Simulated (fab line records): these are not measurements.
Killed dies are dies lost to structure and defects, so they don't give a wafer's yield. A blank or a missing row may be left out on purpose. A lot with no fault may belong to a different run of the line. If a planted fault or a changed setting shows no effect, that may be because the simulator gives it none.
Matching of chambers    flow n5 finfet    N5_BEOL_M14_STRIP_37 on rie diel-04: 4 sister chambers
The step strips in O2. 4 wafers are shown with their chamber, then 11 later ones without.

## WAFERS, EACH WITH ITS CHAMBER
wafer   chamber  drypump motor current A (A)
L087.1  3        6.2
L087.4  2        5.6
L087.6  0        6.7
L088.1  1        5.9

## WAFERS WITH NO CHAMBER GIVEN
wafer   drypump motor current A (A)
L088.3  5.7
L088.5  6.3
L093.1  5.8
L093.2  5.7
L093.3  6.2
L093.4  6.2
L093.5  5.8
L093.6  5.6
L096.1  5.6
L096.3  5.8
L096.4  6.2

## THE CHAMBER EACH PASSED THROUGH
wafer   from the rows above      in truth
L088.3  can't be placed: 2 or 1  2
L088.5  3                        3
L093.1  can't be placed: 1 or 2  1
L093.2  can't be placed: 2 or 1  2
L093.3  3                        3
L093.4  3                        3
L093.5  can't be placed: 1 or 2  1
L093.6  2                        2
L096.1  2                        2
L096.3  can't be placed: 1 or 2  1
L096.4  3                        3
Placed correctly: 6 of 11. These rows do not allow placing 5 (true chamber among the candidates in 5). Wrongly placed: 0.
How it was worked out, from the rows above alone: a wafer's distance from a chamber is the root of the sum, over the readings, of the square of ((its reading less the chamber's mean) divided by the reading's scatter). The wafer belongs to the nearest chamber; if the next one is less than 2 further off, it can't be placed. The mean given for a chamber averages the wafers shown for that chamber. The scatter: with one shown wafer a chamber, the root of the mean of the squares of how far each hidden wafer lies from its nearest shown one.
